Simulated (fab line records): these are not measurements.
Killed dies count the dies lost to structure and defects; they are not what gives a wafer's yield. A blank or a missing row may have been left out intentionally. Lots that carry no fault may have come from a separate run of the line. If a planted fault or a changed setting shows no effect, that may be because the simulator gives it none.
fab line records -- flow n5_finfet -- part 1 of 2: steps 1 to 24 of 37
record: lots: 5, wafers: 15, last_day: 18
route steps=1938 shown SD_EPI_P@319 SD_ACTIVATION@330 ILD0@335 SDB@347
lots untouched by any fault: they come from a run of this same line in which no faults occurred
start_h: hours from the record's opening day to when the first of the lot's shown wafers began -- wait_h: hours elapsed since this lot's preceding step -- " same as the row above -- L1.1+2: a single row standing in for several wafers -- - no value present, or no start provided -- * or withheld: withheld -- < > ~ a bound
route shown NAME@n: NAME is a module with steps in the file, n the number in the route of the first one -- usual: mean and standard deviation over wafers with no fault -- same: alike in all rows -- chamber/n: place in a boat -- sites: each site's reading -- _std_site: standard deviation of those values -- _edge_site: inner sites' mean taken away from outer sites' mean -- radius_mm: how far each site lies from the wafer's centre -- mask NAME#n: copy n -- behind: the tool/chamber that last shaped the wafer -- hold: cause of the lot's hold/its duration in hours/its outcome -- device: the transistor (n, p or np) that didn't switch -- end of line: the route-end tests of the same wafers -- a step without rows: its recipe alone -- killed: count of dies lost to structure and defects at first sort (not the wafer's yield) -- map: a wafer's dies, x killed, . not, _ none there
set.NAME: the setting that was run; set.NAME@STEP: the one run at that earlier step -- model.NAME: the simulator's own value behind a step, which no gauge read
lots at selected steps of the route; one table per step, one row per wafer
services: from which hour (start_h, from the record's first day; less than 0 if before it) a tool's chamber was out of use, for how many hours, and why
== steps ==
step: N5_SD_EPI_P_PRECLEAN_51
recipe: chemistry: NF3:NH3, afs_cycles: 1, temp_c: 30, time_s: 20, sublimation_temp_c: 180, sublimation_time_s: 60, pressure_torr: 3, rf_power_w: 30
usual: sublimation_temp_c: 180.01/0.16, susceptor_temp_C: 29.99/0.097
same: afs_cycles: 1
lot.wafer,tool,chamber,start_h,wait_h,sublimation_temp_c,susceptor_temp_C
L074.1,epi_rpcvd-01,0,55.28,0.0,179.95,29.98
L074.4,epi_rpcvd-01,0,55.28,0.0,179.80,29.85
L074.6,epi_rpcvd-01,0,55.28,0.0,179.67,29.95
L081.1,epi_rpcvd-01,0,98.99,0.0,180.20,30.07
L081.5,epi_rpcvd-01,0,98.99,0.0,179.86,29.78
L081.6,epi_rpcvd-01,0,98.99,0.0,179.97,30.00
L090.2,epi_rpcvd-02,0,151.20,0.1,180.22,30.10
L090.3,epi_rpcvd-02,0,151.20,0.1,180.21,29.96
L090.6,epi_rpcvd-02,0,151.20,0.1,179.95,30.01
L093.1,epi_rpcvd-01,0,170.01,0.0,179.87,29.98
L093.3,epi_rpcvd-01,0,170.01,0.0,179.89,30.14
L093.4,epi_rpcvd-01,0,170.01,0.0,180.07,29.94
L096.1,epi_rpcvd-01,0,187.77,0.0,179.79,30.07
L096.2,epi_rpcvd-01,0,187.77,0.0,179.97,30.07
L096.6,epi_rpcvd-01,0,187.77,0.0,180.11,29.97
step: N5_SD_EPI_P_VAPOR_ETCH_44
recipe: chemistry: NF3/Ar, target: SiGe30, temp_c: 25, time_s: 3.3, mode: isotropic
usual: susceptor_temp_C: 25.00/0.1
lot.wafer,tool,chamber,start_h,wait_h,susceptor_temp_C
L074.1,epi_rpcvd-01,0,55.46,0.1,25.13
L074.4,epi_rpcvd-01,0,55.46,0.1,25.10
L074.6,epi_rpcvd-01,0,55.46,0.1,25.17
L081.1,epi_rpcvd-01,0,99.17,0.1,25.02
L081.5,epi_rpcvd-01,0,99.17,0.1,25.15
L081.6,epi_rpcvd-01,0,99.17,0.1,24.97
L090.2,epi_rpcvd-02,0,151.38,0.1,24.88
L090.3,epi_rpcvd-02,0,151.38,0.1,24.91
L090.6,epi_rpcvd-02,0,151.38,0.1,24.91
L093.1,epi_rpcvd-01,0,170.19,0.1,24.82
L093.3,epi_rpcvd-01,0,170.19,0.1,24.88
L093.4,epi_rpcvd-01,0,170.19,0.1,24.98
L096.1,epi_rpcvd-01,0,188.01,0.2,24.84
L096.2,epi_rpcvd-01,0,188.01,0.2,24.74
L096.6,epi_rpcvd-01,0,188.01,0.2,24.84
step: N5_SD_EPI_P_EPI_21
recipe: material: SiGe:B, dopant: B, temp_c: 550, pressure_torr: 20, ambient: H2, time_s: 355
usual: susceptor_temp_C: 549.99/0.27
lot.wafer,tool,chamber,start_h,wait_h,susceptor_temp_C
L074.1,epi_rpcvd-01,0,55.64,0.1,550.15
L074.4,epi_rpcvd-01,0,56.72,1.1,550.04
L074.6,epi_rpcvd-01,0,56.72,1.1,549.88
L081.1,epi_rpcvd-01,0,99.35,0.1,550.17
L081.5,epi_rpcvd-01,0,100.79,1.5,550.36
L081.6,epi_rpcvd-01,0,100.79,1.5,550.13
L090.2,epi_rpcvd-02,0,151.89,0.5,550.31
L090.3,epi_rpcvd-02,0,151.89,0.5,549.56
L090.6,epi_rpcvd-02,0,153.33,1.8,550.31
L093.1,epi_rpcvd-01,0,170.37,0.1,549.74
L093.3,epi_rpcvd-01,0,170.37,0.1,550.15
L093.4,epi_rpcvd-01,0,170.37,0.1,550.29
L096.1,epi_rpcvd-01,0,188.25,0.2,549.85
L096.2,epi_rpcvd-01,0,188.25,0.2,549.97
L096.6,epi_rpcvd-01,0,190.65,2.4,549.71
step: N5_SD_EPI_P_EPI_MEAS_23
recipe: mode: xrd
usual: thk_nm: 61.1/1.3
lot.wafer,tool,chamber,start_h,wait_h,thk_nm
L074.1,film_metro-02,-,57.84,1.8,60.1
L074.4,film_metro-02,-,57.84,1.8,60.7
L074.6,film_metro-02,-,57.84,1.8,61.2
L081.1,film_metro-01,-,101.56,1.9,61.7
L081.5,film_metro-01,-,101.56,1.9,61.2
L081.6,film_metro-01,-,101.56,1.9,62.8
L090.2,film_metro-01,-,153.73,1.5,61.6
L090.3,film_metro-01,-,153.73,1.5,63.1
L090.6,film_metro-01,-,153.73,1.5,62.3
L093.1,film_metro-01,-,172.57,1.8,61.3
L093.3,film_metro-01,-,172.57,1.8,61.0
L093.4,film_metro-01,-,172.57,1.8,62.7
L096.1,film_metro-01,-,191.17,2.4,60.2
L096.2,film_metro-01,-,191.17,2.4,58.5
L096.6,film_metro-01,-,191.17,2.4,60.5
step: N5_SD_EPI_P_HM_STRIP_48
recipe: chemistry: H3PO4, temp_c: 160, material: SiNx, target: SiNx, target_depth_a: 30, overetch_fraction: 0.3
lot.wafer,tool,chamber,start_h,wait_h
L074.1+4+6,wet_bench-02,"2,0,1",57.88,0.0
L081.1+5+6,wet_bench-06,"2,7,0",101.60,0.0
L090.2+3+6,wet_bench-02,"7,1,5",153.76,0.0
L093.1+3+4,wet_bench-02,"7,5,0",172.61,0.0
L096.1+2+6,wet_bench-02,"0,1,5",191.21,0.0
step: N5_SD_EPI_P_SRD_49
recipe: dry: ipa_marangoni, time_s: 30, temp_c: 23, rinse_liquid: diw
lot.wafer,tool,chamber,start_h,wait_h
L074.1+4+6,wet_bench-02,"2,0,1",57.93,0.0
L081.1+5+6,wet_bench-06,"2,7,0",101.65,0.0
L090.2+3+6,wet_bench-02,"7,1,5",153.81,0.0
L093.1+3+4,wet_bench-02,"7,5,0",172.66,0.0
L096.1+2+6,wet_bench-02,"0,1,5",191.26,0.0
step: N5_SD_EPI_P_PRECLEAN_24
recipe: chemistry: O3/DIW, time_s: 45, temp_c: 22, o3_ppm: 10
lot.wafer,tool,chamber,start_h,wait_h
L074.1+4+6,wet_bench-02,"2,0,1",57.95,0.0
L081.1+5+6,wet_bench-06,"2,7,0",101.67,0.0
L090.2+3+6,wet_bench-02,"7,1,5",153.83,0.0
L093.1+3+4,wet_bench-02,"7,5,0",172.68,0.0
L096.1+2+6,wet_bench-02,"0,1,5",191.27,0.0
step: N5_SD_EPI_P_PRECLEAN_32
recipe: chemistry: dHF, time_s: 10, dilution: 500:1, temp_c: 25
lot.wafer,tool,chamber,start_h,wait_h
L074.1+4+6,wet_bench-02,"2,0,1",57.96,0.0
L081.1+5+6,wet_bench-06,"2,7,0",101.68,0.0
L090.2+3+6,wet_bench-02,"7,1,5",153.84,0.0
L093.1+3+4,wet_bench-02,"7,5,0",172.69,0.0
L096.1+2+6,wet_bench-02,"0,1,5",191.29,0.0
step: N5_SD_EPI_P_PRECLEAN_33
recipe: chemistry: SC2, time_s: 45, temp_c: 35, mix: 1:1:50
lot.wafer,tool,chamber,start_h,wait_h
L074.1+4+6,wet_bench-02,"2,0,1",57.96,0.0
L081.1+5+6,wet_bench-06,"2,7,0",101.68,0.0
L090.2+3+6,wet_bench-02,"7,1,5",153.85,0.0
L093.1+3+4,wet_bench-02,"7,5,0",172.69,0.0
L096.1+2+6,wet_bench-02,"0,1,5",191.29,0.0
step: N5_SD_EPI_P_SRD_25
recipe: time_s: 30, temp_c: 23, rinse_liquid: diw, dry: ipa_marangoni
lot.wafer,tool,chamber,start_h,wait_h
L074.1+4+6,wet_bench-02,"2,0,1",57.97,0.0
L081.1+5+6,wet_bench-06,"2,7,0",101.69,0.0
L090.2+3+6,wet_bench-02,"7,1,5",153.86,0.0
L093.1+3+4,wet_bench-02,"7,5,0",172.70,0.0
L096.1+2+6,wet_bench-02,"0,1,5",191.30,0.0
step: N5_SD_EPI_P_INSPECT_26
recipe: inspect_instrument: darkfield, mode: post_epi
usual: raw_defect_count: 183/38
lot.wafer,tool,chamber,start_h,wait_h,raw_defect_count
L074.1,defect_inspect-01,-,58.01,0.0,131
L074.4,defect_inspect-01,-,58.01,0.0,180
L074.6,defect_inspect-01,-,58.01,0.0,172
L081.1,defect_inspect-01,-,101.74,0.0,221
L081.5,defect_inspect-01,-,101.74,0.0,244
L081.6,defect_inspect-01,-,101.74,0.0,195
L090.2,defect_inspect-01,-,153.90,0.0,241
L090.3,defect_inspect-01,-,153.90,0.0,163
L090.6,defect_inspect-01,-,153.90,0.0,231
L093.1,defect_inspect-02,-,172.74,0.0,167
L093.3,defect_inspect-02,-,172.74,0.0,156
L093.4,defect_inspect-02,-,172.74,0.0,101
L096.1,defect_inspect-01,-,191.34,0.0,235
L096.2,defect_inspect-01,-,191.34,0.0,187
L096.6,defect_inspect-01,-,191.34,0.0,171
step: N5_SD_ACTIVATION_RTA_00
recipe: temp_c: 975, time_s: 0, ambient: N2, idle_temp_c: 600, ramp_up_c_per_s: 150, ramp_down_c_per_s: 60, cool_to_c: 600
usual: lamp_power_pct: 8.96/0.054, lamp_zone_1_pct: 8.953/0.028, lamp_zone_2_pct: 8.952/0.023, wafer_temp_C_max: 975.2/2
lot.wafer,tool,chamber,start_h,wait_h,lamp_power_pct,lamp_zone_1_pct,lamp_zone_2_pct,wafer_temp_C_max
L074.1,rtp_anneal-01,0,58.10,0.1,8.95,8.950,8.950,974.9
L074.4,rtp_anneal-01,0,58.10,0.1,8.99,8.958,8.962,972.4
L074.6,rtp_anneal-01,0,58.10,0.1,8.96,8.924,8.933,973.6
L081.1,rtp_anneal-01,0,101.76,0.0,8.95,8.984,8.966,973.4
L081.5,rtp_anneal-01,0,101.76,0.0,8.90,8.946,8.997,976.9
L081.6,rtp_anneal-01,0,101.76,0.0,8.95,8.949,8.959,971.8
L090.2,rtp_anneal-01,0,154.09,0.2,8.89,8.981,8.976,978.2
L090.3,rtp_anneal-01,0,154.09,0.2,8.91,8.980,8.928,973.5
L090.6,rtp_anneal-01,0,154.09,0.2,9.00,8.936,8.954,976.4
L093.1,rtp_anneal-02,0,172.89,0.1,8.90,8.965,8.955,977.0
L093.3,rtp_anneal-02,0,172.89,0.1,8.92,8.952,8.961,977.3
L093.4,rtp_anneal-02,0,172.89,0.1,8.89,8.960,8.950,974.2
L096.1,rtp_anneal-02,0,191.37,0.0,8.98,8.954,8.916,976.4
L096.2,rtp_anneal-02,0,191.37,0.0,8.94,8.936,8.962,976.0
L096.6,rtp_anneal-02,0,191.37,0.0,8.97,8.953,8.968,971.2
step: N5_SD_ACTIVATION_LSA_01
recipe: temp_c: 1080, time_s: 0.0008, ambient: N2
usual: wafer_temp_C_max: 1085.6/1.6
lot.wafer,tool,chamber,start_h,wait_h,wafer_temp_C_max
L074.1,laser_anneal-01,0,58.30,0.2,1085.2
L074.4,laser_anneal-01,0,58.30,0.2,1085.2
L074.6,laser_anneal-01,0,58.30,0.2,1087.4
L081.1,laser_anneal-01,0,101.97,0.2,1085.3
L081.5,laser_anneal-01,0,101.97,0.2,1088.9
L081.6,laser_anneal-01,0,101.97,0.2,1086.9
L090.2,laser_anneal-01,0,154.29,0.2,1087.5
L090.3,laser_anneal-01,0,154.29,0.2,1085.8
L090.6,laser_anneal-01,0,154.29,0.2,1085.1
L093.1,laser_anneal-02,0,173.09,0.2,1084.2
L093.3,laser_anneal-02,0,173.09,0.2,1083.4
L093.4,laser_anneal-02,0,173.09,0.2,1084.8
L096.1,laser_anneal-01,0,191.57,0.2,1084.9
L096.2,laser_anneal-01,0,191.57,0.2,1087.7
L096.6,laser_anneal-01,0,191.57,0.2,1087.2
step: N5_SD_ACTIVATION_RS_MEAS_03
recipe: thk_meas_gauge: four-point-probe
usual: RS_SD_N: 21.95/0.28, RS_SD_P: 56.1/0.84
lot.wafer,tool,chamber,start_h,wait_h,RS_SD_N[ohm/sq],RS_SD_P[ohm/sq]
L074.1,film_metro-01,-,58.50,0.2,22.41,55.8
L074.4,film_metro-01,-,58.50,0.2,21.88,56.3
L074.6,film_metro-01,-,58.50,0.2,22.00,56.0
L081.1,film_metro-02,-,102.17,0.2,22.34,55.8
L081.5,film_metro-02,-,102.17,0.2,22.01,55.2
L081.6,film_metro-02,-,102.17,0.2,22.08,54.8
L090.2,film_metro-01,-,154.48,0.2,22.03,57.3
L090.3,film_metro-01,-,154.48,0.2,21.81,56.2
L090.6,film_metro-01,-,154.48,0.2,21.97,56.9
L093.1,film_metro-02,-,173.31,0.2,21.93,55.9
L093.3,film_metro-02,-,173.31,0.2,21.63,55.2
L093.4,film_metro-02,-,173.31,0.2,21.65,55.3
L096.1,film_metro-01,-,191.77,0.2,22.18,57.1
L096.2,film_metro-01,-,191.77,0.2,21.97,57.3
L096.6,film_metro-01,-,191.77,0.2,22.01,56.8
step: N5_SD_ACTIVATION_INSPECT_02
recipe: inspect_instrument: darkfield, mode: post_anneal
usual: raw_defect_count: 183/40
lot.wafer,tool,chamber,start_h,wait_h,raw_defect_count
L074.1,defect_inspect-01,-,58.82,0.2,136
L074.4,defect_inspect-01,-,58.82,0.2,190
L074.6,defect_inspect-01,-,58.82,0.2,171
L081.1,defect_inspect-01,-,102.49,0.2,231
L081.5,defect_inspect-01,-,102.49,0.2,228
L081.6,defect_inspect-01,-,102.49,0.2,200
L090.2,defect_inspect-02,-,154.79,0.1,196
L090.3,defect_inspect-02,-,154.79,0.1,131
L090.6,defect_inspect-02,-,154.79,0.1,189
L093.1,defect_inspect-02,-,173.63,0.2,165
L093.3,defect_inspect-02,-,173.63,0.2,147
L093.4,defect_inspect-02,-,173.63,0.2,96
L096.1,defect_inspect-01,-,192.10,0.2,227
L096.2,defect_inspect-01,-,192.10,0.2,187
L096.6,defect_inspect-01,-,192.10,0.2,182
step: N5_ILD0_LINER_00
recipe: material: SiNx, target_thk_a: 40, temp_c: 400, ald_precursor_family: SiH2I2, ald_co_reactant: N2/H2-plasma, pulse_time_s: 1, purge_time_s: 2, co_reactant_purge_time_s: 2, ald_cycles: 80, pressure_torr: 2
usual: heater_power_w: 896/72, precursor_pulse_height_rel: 1.000/0.023, susceptor_temp_C: 399.97/0.24
same: co_reactant_purge_time_s: 2
lot.wafer,tool,chamber,start_h,wait_h,heater_power_w,precursor_pulse_height_rel,since_wet_clean_h,susceptor_temp_C
L074.1,ald_sin-04,1,58.87,0.0,816,0.982,51,399.72
L074.4,ald_sin-04,0,58.87,0.0,907,1.007,51,399.83
L074.6,ald_sin-04,3,58.87,0.0,847,0.952,-,399.66
L081.1,ald_sin-03,0,102.77,0.3,901,0.998,200,400.08
L081.5,ald_sin-03,0,102.77,0.3,926,1.013,-,399.97
L081.6,ald_sin-03,3,102.77,0.3,984,1.001,-,400.09
L090.2,ald_sin-03,2,154.82,0.0,910,1.011,252,400.06
L090.3,ald_sin-03,3,154.82,0.0,1012,0.998,252,400.25
L090.6,ald_sin-03,0,154.82,0.0,933,0.980,-,399.79
L093.1,ald_sin-04,0,173.72,0.1,918,1.007,166,399.83
L093.3,ald_sin-04,3,173.72,0.1,865,0.991,166,399.93
L093.4,ald_sin-04,1,173.72,0.1,809,1.021,166,400.23
L096.1,ald_sin-02,1,192.13,0.0,968,0.989,0,399.64
L096.2,ald_sin-02,0,192.13,0.0,862,0.970,0,400.16
L096.6,ald_sin-02,0,192.13,0.0,841,1.011,-,400.25
step: N5_ILD0_FCVD_FILL_01
recipe: material: SiO2_flowable, target_thk_a: 2000, temp_c: 100, pressure_torr: 0.8, rf_w: 2000, time_s: 328.3
usual: susceptor_temp_C: 100.01/0.14
lot.wafer,tool,chamber,start_h,wait_h,susceptor_temp_C
L074.1,fcvd-01,1,59.28,0.2,100.15
L074.4,fcvd-01,0,59.28,0.2,99.90
L074.6,fcvd-01,1,59.28,0.2,100.05
L081.1,fcvd-02,1,103.18,0.2,99.88
L081.5,fcvd-02,0,103.18,0.2,99.82
L081.6,fcvd-02,1,103.18,0.2,100.02
L090.2,fcvd-02,0,155.24,0.2,100.04
L090.3,fcvd-02,0,155.24,0.2,100.07
L090.6,fcvd-02,1,155.24,0.2,100.13
L093.1,fcvd-01,0,174.13,0.2,99.88
L093.3,fcvd-01,0,174.13,0.2,99.96
L093.4,fcvd-01,1,174.13,0.2,100.15
L096.1,fcvd-01,0,192.55,0.2,99.87
L096.2,fcvd-01,0,192.55,0.2,100.02
L096.6,fcvd-01,0,192.55,0.2,100.16
step: N5_ILD0_CURE_02
recipe: temp_c: 450, time_s: 1800, ambient: steam, idle_temp_c: 400, ramp_up_c_per_min: 5, ramp_down_c_per_min: 3, densification_p_h2o_torr: 640
usual: zone_power_lower_pct: 4.8/0.41, zone_power_top_pct: 12.4/0.88
lot.wafer,tool,chamber,start_h,wait_h,zone_power_lower_pct,zone_power_top_pct
L074.1,furnace-03,0,59.68,0.3,4.4,13.1
L074.4,furnace-03,0,59.68,0.3,4.3,13.2
L074.6,furnace-03,0,59.68,0.3,4.3,13.1
L081.1,furnace-03,0,103.58,0.3,4.4,13.1
L081.5,furnace-03,0,103.58,0.3,4.4,13.1
L081.6,furnace-03,0,103.58,0.3,4.3,13.0
L090.2,furnace-03,0,155.63,0.3,4.3,13.1
L090.3,furnace-03,0,155.63,0.3,4.4,12.9
L090.6,furnace-03,0,155.63,0.3,4.4,13.2
L093.1,furnace-01,0,174.53,0.3,5.0,10.9
L093.3,furnace-01,0,174.53,0.3,5.0,11.0
L093.4,furnace-01,0,174.53,0.3,5.1,11.2
L096.1,furnace-01,0,193.30,0.6,5.1,11.2
L096.2,furnace-01,0,193.30,0.6,5.1,11.2
L096.6,furnace-01,0,193.30,0.6,5.0,11.2
step: N5_ILD0_CMP_03
recipe: stop_on: SiNx, t_overpolish_s: 1.9, post_cmp_clean: alkaline_brush, down_force_psi: 4.1491, platen_rpm: 51.796, pad_velocity_m_s: 1.0306, target_thk_nm: 197.38
usual: motor_current_A: 12.8/1, overpolish_run_s: 1.900/0.0093, slurry_filter_dp_kPa: 13.52/0.14, time_to_endpoint_s: 70/4.9
lot.wafer,tool,chamber,start_h,wait_h,motor_current_A,overpolish_run_s,slurry_filter_dp_kPa,time_to_endpoint_s
L074.4,cmp-02,2,61.23,0.0,11.0,1.890,13.51,72
L074.1,cmp-02,3,61.23,0.0,12.4,1.901,13.44,77
L074.6,cmp-02,2,61.23,0.0,11.0,1.904,13.66,73
L081.1,cmp-02,0,105.18,0.1,12.5,1.904,13.42,79
L081.6,cmp-02,3,105.18,0.1,12.9,1.877,13.62,79
L081.5,cmp-02,0,105.18,0.1,13.2,1.890,13.19,76
L090.2,cmp-02,1,157.19,0.0,13.9,1.904,13.67,64
L090.3,cmp-02,3,157.19,0.0,13.4,1.892,13.41,74
L090.6,cmp-02,1,157.19,0.0,13.2,1.872,13.44,66
L093.3,cmp-03,2,176.08,0.0,13.9,1.904,13.59,65
L093.4,cmp-03,3,176.08,0.0,10.9,1.896,13.47,72
L093.1,cmp-03,0,176.08,0.0,13.3,1.907,13.39,65
L096.2,cmp-02,3,194.91,0.1,13.4,1.881,13.35,68
L096.1,cmp-02,1,194.91,0.1,13.5,1.901,13.40,62
L096.6,cmp-02,2,194.91,0.1,11.0,1.892,13.53,65
step: N5_ILD0_THK_MEAS_04
usual: thk_nm: 197.2/1.2
lot.wafer,tool,chamber,start_h,wait_h,thk_nm
L074.1,film_metro-02,-,61.53,-,197.7
L074.4,film_metro-02,-,61.53,-,197.9
L074.6,film_metro-02,-,61.53,-,196.8
L081.1,film_metro-02,-,105.44,-,197.4
L081.5,film_metro-02,-,105.44,-,197.8
L081.6,film_metro-02,-,105.44,-,197.6
L090.2,film_metro-01,-,157.48,-,197.0
L090.3,film_metro-01,-,157.48,-,198.4
L090.6,film_metro-01,-,157.48,-,196.6
L093.1,film_metro-01,-,176.38,-,198.2
L093.3,film_metro-01,-,176.38,-,198.0
L093.4,film_metro-01,-,176.38,-,197.8
L096.1,film_metro-02,-,195.17,-,196.2
L096.2,film_metro-02,-,195.17,-,198.1
L096.6,film_metro-02,-,195.17,-,196.1
step: N5_ILD0_CMP_07
recipe: stop_on: poly-Si, material: SiO2_flowable, t_overpolish_s: 1.18, post_cmp_clean: alkaline_brush, down_force_psi: 4.1491, platen_rpm: 51.796, pad_velocity_m_s: 1.0306, target_thk_nm: 138.88
usual: motor_current_A: 13.0/1.2, slurry_filter_dp_kPa: 13.51/0.13
lot.wafer,tool,chamber,start_h,wait_h,motor_current_A,slurry_filter_dp_kPa
L074.1,cmp-04,1,61.59,0.1,13.2,13.28
L074.4,cmp-04,3,61.59,0.1,13.8,13.55
L074.6,cmp-04,0,61.59,0.1,11.6,13.47
L081.1,cmp-03,1,105.58,0.1,14.5,13.63
L081.6,cmp-03,2,105.58,0.1,14.4,13.60
L081.5,cmp-03,3,105.58,0.1,10.8,13.38
L090.3,cmp-03,3,157.51,0.0,11.7,13.58
L090.2,cmp-03,1,157.51,0.0,15.1,13.58
L090.6,cmp-03,0,157.51,0.0,12.4,13.55
L093.3,cmp-04,0,176.41,0.0,12.1,13.50
L093.4,cmp-04,2,176.41,0.0,12.2,13.47
L093.1,cmp-04,3,176.41,0.0,13.4,13.35
L096.1,cmp-03,0,195.20,0.0,12.8,13.26
L096.2,cmp-03,1,195.20,0.0,13.8,13.57
L096.6,cmp-03,0,195.20,0.0,13.2,13.17
step: N5_ILD0_THK_MEAS_08
usual: thk_nm: 138.3/1.1
lot.wafer,tool,chamber,start_h,wait_h,thk_nm
L074.1,film_metro-01,-,61.85,-,140.2
L074.4,film_metro-01,-,61.85,-,139.1
L074.6,film_metro-01,-,61.85,-,139.8
L081.1,film_metro-01,-,105.76,-,138.8
L081.5,film_metro-01,-,105.76,-,138.3
L081.6,film_metro-01,-,105.76,-,137.8
L090.2,film_metro-02,-,157.81,-,140.2
L090.3,film_metro-02,-,157.81,-,141.6
L090.6,film_metro-02,-,157.81,-,138.6
L093.1,film_metro-01,-,176.70,-,139.1
L093.3,film_metro-01,-,176.70,-,138.5
L093.4,film_metro-01,-,176.70,-,138.3
L096.1,film_metro-02,-,195.49,-,138.3
L096.2,film_metro-02,-,195.49,-,138.2
L096.6,film_metro-02,-,195.49,-,137.9
step: N5_ILD0_PRECLEAN_10
recipe: chemistry: NF3:NH3, afs_cycles: 5, time_s: 20, temp_c: 30, sublimation_temp_c: 180, sublimation_time_s: 60, pressure_torr: 3, rf_power_w: 30
usual: sublimation_temp_c: 180.03/0.15
same: afs_cycles: 5
lot.wafer,tool,chamber,start_h,wait_h,sublimation_temp_c
L074.1,remote_plasma-01,1,61.89,0.0,180.18
L074.4,remote_plasma-01,1,61.89,0.0,180.01
L074.6,remote_plasma-01,1,61.89,0.0,179.95
L081.1,remote_plasma-02,1,105.80,0.0,180.08
L081.5,remote_plasma-02,1,105.80,0.0,179.99
L081.6,remote_plasma-02,1,105.80,0.0,180.02
L090.2,remote_plasma-01,0,157.95,0.1,179.96
L090.3,remote_plasma-01,0,157.95,0.1,180.22
L090.6,remote_plasma-01,0,157.95,0.1,179.71
L093.1,remote_plasma-01,1,176.74,0.0,179.86
L093.3,remote_plasma-01,1,176.74,0.0,180.26
L093.4,remote_plasma-01,1,176.74,0.0,180.05
L096.1,remote_plasma-02,0,195.53,0.0,180.20
L096.2,remote_plasma-02,0,195.53,0.0,180.07
L096.6,remote_plasma-02,0,195.53,0.0,180.00
step: N5_ILD0_ALD_15
recipe: material: SiNx, target_thk_a: 240, temp_c: 400, ald_precursor_family: SiH2I2, ald_co_reactant: N2/H2-plasma, pulse_time_s: 1, ald_cycles: 480, purge_time_s: 2, co_reactant_purge_time_s: 2, pressure_torr: 2
usual: heater_power_w: 888/71, precursor_pulse_height_rel: 0.999/0.017, susceptor_temp_C: 399.99/0.23
same: co_reactant_purge_time_s: 2
lot.wafer,tool,chamber,start_h,wait_h,heater_power_w,precursor_pulse_height_rel,since_wet_clean_h,susceptor_temp_C
L074.1,ald_sin-04,2,62.57,0.6,869,1.007,55,399.88
L074.4,ald_sin-04,1,63.65,1.3,804,1.007,-,400.31
L074.6,ald_sin-04,2,63.65,1.3,854,1.024,-,399.58
L081.1,ald_sin-04,0,106.48,0.6,939,1.004,99,400.27
L081.5,ald_sin-04,0,107.57,1.2,929,0.975,-,399.88
L081.6,ald_sin-04,3,107.57,1.2,831,1.012,-,399.77
L090.2,ald_sin-04,1,158.52,0.5,801,1.005,151,399.88
L090.3,ald_sin-04,2,158.52,0.5,862,0.999,151,400.45
L090.6,ald_sin-04,1,159.61,1.1,816,1.022,-,399.78
L093.1,ald_sin-04,1,177.42,0.6,811,0.958,170,400.21
L093.3,ald_sin-04,3,177.42,0.6,858,0.999,170,399.96
L093.4,ald_sin-04,0,177.42,0.6,952,1.004,170,399.90
L096.1,ald_sin-02,1,196.21,0.6,979,0.965,5,399.73
L096.2,ald_sin-02,3,196.21,0.6,784,0.999,5,400.03
L096.6,ald_sin-02,0,197.30,1.1,853,0.986,-,399.99
